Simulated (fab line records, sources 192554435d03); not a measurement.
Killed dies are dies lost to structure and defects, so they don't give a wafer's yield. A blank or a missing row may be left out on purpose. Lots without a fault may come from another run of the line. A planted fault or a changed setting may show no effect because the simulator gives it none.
A struck lot beside a sound one | flow n5_finfet | 15 steps out of a route of 1938
Sound: wafers L439.1, L439.2, L439.6. Struck: wafers L449.1, L449.2, L449.4. The cause comes at the end.
At each step with rows: each side's tool, then ch and its chambers, then its first start. Under that, the readings that differ: sound wafers | struck wafers | difference of the means | sigmas: that difference in standard deviations of wafers without a fault.
alike: readings whose means differ by less than 2 such deviations, and words and numbers that are the same on both sides. not compared: withheld readings, readings that some wafer has no value for, bounds like >300 that may hide the same value, and numbers for which the record gives no deviation and whose values overlap.
The two part at a step that has a row with sigmas, a row that says differs or no value, or rows on one side only. Numbers that don't overlap but have no deviation are shown without sigmas and don't part them. A reading that every wafer of one side lacks parts them only if that side has two wafers or more.

N5_HKMG_FIN_CD_MEAS_12: target cd 92.8 nm.
  sound on cd_sem-02 ch 0, day 4 03:41; struck on cd_sem-01 ch 0, day 7 02:59
  alike: cd_nm
N5_HKMG_FIN_OVL_MEAS_13:
  sound on overlay-02 ch 0, day 4 03:43; struck on overlay-01 ch 0, day 7 03:01
  reading       | sound          | struck      | difference | sigmas
  NWFM_OVL (nm) | -2.0 -0.4 -1.6 | 0.4 0.1 0.0 | +1.5       | +2
N5_HKMG_FIN_INSPECT_14: inspects for defects (macro).
  sound on defect_inspect-02, day 4 03:44; struck on defect_inspect-02, day 7 03:02
  alike: raw_defect_count
then, 2 steps without rows for these wafers: N5_HKMG_FIN_DESCUM_17 (chemistry O2, time 7.9 s); N5_HKMG_FIN_ETCH_31 (etches SiARC in CF4, target depth 45.5 nm, time 75.8 s).
N5_HKMG_FIN_ETCH_32: etches SOC in N2/H2, target depth 240 nm, time 300 s.
  sound on rie_diel-05 ch 1,2, day 4 03:52; struck on rie_diel-02 ch 1,2,3, day 7 04:54
  reading                | sound             | struck            | difference | sigmas
  throttle_valve_pct (%) | 17.38 17.61 17.60 | 17.92 18.10 18.05 | +0.49      | +3
  alike: drypump_motor_current_A, h2_flow_sccm, n2_flow_sccm, oes_product_au, rf_vpp_V, showerhead_plenum_p_Torr
  not compared: rf_hours_counter_h
then, 1 step without rows for these wafers: N5_HKMG_FIN_STRIP_33 (strips in N2/H2).
N5_HKMG_FIN_STRIP_34: strips in CF4.
  sound on rie_diel-05 ch 1,2, day 4 04:03; struck on rie_diel-02 ch 1,2,3, day 7 05:05
  reading                | sound             | struck            | difference | sigmas
  throttle_valve_pct (%) | 13.21 13.42 13.41 | 13.69 13.77 13.78 | +0.40      | +2
  alike: drypump_motor_current_A, oes_product_au, rf_vpp_V, showerhead_plenum_p_Torr
  not compared: rf_hours_counter_h
N5_HKMG_FIN_ETCH_35: etches SOC in N2/H2, target depth 215.8 nm, time 243.4 s.
  sound on rie_diel-05 ch 1,2, day 4 04:04; struck on rie_diel-02 ch 1,2,3, day 7 05:07
  reading                | sound             | struck            | difference | sigmas
  throttle_valve_pct (%) | 17.38 17.63 17.62 | 17.93 18.12 18.05 | +0.49      | +3
  alike: drypump_motor_current_A, h2_flow_sccm, n2_flow_sccm, oes_product_au, rf_vpp_V, showerhead_plenum_p_Torr
  not compared: rf_hours_counter_h
N5_HKMG_FIN_STRIP_92: strips SOC in N2/H2, time 20 s.
  sound on rie_diel-05 ch 1,2, day 4 04:13; struck on rie_diel-02 ch 1,2,3, day 7 05:16
  reading                | sound          | struck         | difference | sigmas
  throttle_valve_pct (%) | 18.2 18.8 18.8 | 19.0 19.5 19.3 | +0.7       | +2
  alike: drypump_motor_current_A, h2_flow_sccm, n2_flow_sccm, oes_product_au, rf_vpp_V, showerhead_plenum_p_Torr
  not compared: rf_hours_counter_h
then, 1 step without rows for these wafers: N5_HKMG_FIN_WET_ETCH_18 (etches TiN in SC1, time 55 s, target depth 5.2 nm, rinse time 30 s).
N5_HKMG_FIN_STRIP_19: strips in N2/H2, time 360 s.
  sound on plasma_asher-01 ch 0,1, day 4 04:22; struck on plasma_asher-01 ch 0,1, day 7 05:24
  alike: drypump_motor_current_A, h2_flow_sccm, heater_power_w, n2_flow_sccm
  not compared: rf_hours_counter_h
N5_HKMG_FIN_ALD_91: deposits TiN, target thk 1 nm, pulse time 1 s, purge time 3 s.
  sound on ald_metal-03 ch 1,2, day 4 04:45; struck on ald_metal-03 ch 0,2,3, day 7 05:47
  reading    | sound    | struck   | difference | sigmas
  ald_cycles | 47 47 47 | 44 44 44 | -3         |
  alike: heater_power_w, precursor_pulse_height_rel
then, 1 step without rows for these wafers: N5_HKMG_FIN_COAT_85 (time 60 s, resist thk 300 nm).
-- the record jumps here: 10 days lie between the struck wafers' starts before and after (it left off in module HKMG_FIN and takes up again in module PASSIVATION, whose first step shown is number 1936 of the route) --
N5_PASSIVATION_PROBE_49:
  the record has rows for the struck wafers here (prober-01, day 17 13:59) and none for the sound ones

WHERE THEY PART
First at N5_HKMG_FIN_OVL_MEAS_13; last, within this record, at N5_PASSIVATION_PROBE_49.

WHY: what the simulator had put in
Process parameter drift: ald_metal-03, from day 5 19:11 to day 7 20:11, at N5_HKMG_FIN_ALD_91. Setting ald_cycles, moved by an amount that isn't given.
